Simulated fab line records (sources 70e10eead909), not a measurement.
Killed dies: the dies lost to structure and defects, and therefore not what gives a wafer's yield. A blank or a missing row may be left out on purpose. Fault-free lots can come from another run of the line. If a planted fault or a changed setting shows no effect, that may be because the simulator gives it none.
One fault through the eyes of 2 desks	flow nandHarc	what lay behind the numbers comes last; until then each desk has only its own

## METROLOGY DESK
Means of the sampled wafers that have a number, per lot and without regard to the tool the lot ran on: this is what the gauges read. A lot is out of limits, marked OUT, if its mean lies more than 4 standard deviations from the usual mean; the brackets give that distance.
Columns: A = cdNm at NHARC_A_BLC_CD_MEAS_10, usual 99.9 nm
lot	first seen here	A
L675	day 22 06:17	99.2
L676	day 23 05:14	100.0
L677	day 23 08:54	100.2
L679	day 23 21:10	100.5
L681	day 24 20:55	99.8
L682	day 25 11:48	100.1
L685	day 26 17:25	100.0
L686	day 26 20:08	100.6
L687	day 27 10:19	99.6
L689	day 28 02:55	100.2
L692	day 30 15:04	100.5
L695	day 31 00:28	99.8
This desk's finding: nothing out of limits on any of the 12 lots.

## THE TOOL OWNER'S DESK: lithoTrack-01
Per lot that ran on this tool, the mean of the sampled wafers carrying a number, from the tool's own readings at NHARC_A_BLC_SOFTBAKE_05 (time 55 s). A lot is out of limits, marked OUT, if its mean lies more than 4 standard deviations from the usual mean; the brackets give that distance.
Columns: A = chillPlateTempC at NHARC_A_BLC_SOFTBAKE_05, usual 23.05 C; B = heaterPowerTotalW at NHARC_A_BLC_SOFTBAKE_05, usual 188.47 W; C = plateTempC at NHARC_A_BLC_SOFTBAKE_05, usual 104.99 C
lot	first seen here	A	B	C
L677	day 23 08:00	23.06	188.59	105.11
L679	day 23 20:00	23.06	188.53	104.70
L681	day 24 20:00	23.02	188.37	105.04
L682	day 25 11:00	23.05	188.48	104.99
L692	day 30 14:00	23.13	186.86 (-11) OUT	105.06
L695	day 31 00:00	23.04	186.75 (-12) OUT	105.12
This desk's verdict: out of limits on L692, L695, starting with L692 at day 30 14:00 (heaterPowerTotalW at NHARC_A_BLC_SOFTBAKE_05). L677, L679, L681, L682 stayed within limits.

## BROUGHT TOGETHER
On L692, L695, at day 30 14:00, an alarm was possible from the tool owner's desk.
Metrology desk: nothing out of limits seen.
The metrology desk has L692, L695 on record, within its limits.
NHARC_A_BLC_SOFTBAKE_05 was run on lithoTrack-01 by each of the lots named.

## WHAT WAS PUT IN BY THE SIMULATOR
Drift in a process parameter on lithoTrack-01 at NHARC_A_BLC_SOFTBAKE_05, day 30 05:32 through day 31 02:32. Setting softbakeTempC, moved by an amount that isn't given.
Lots struck among those shown: L692, L695.
Time in hours from fault onset to the first out-of-limits reading at each desk: the tool owner's desk, 8.
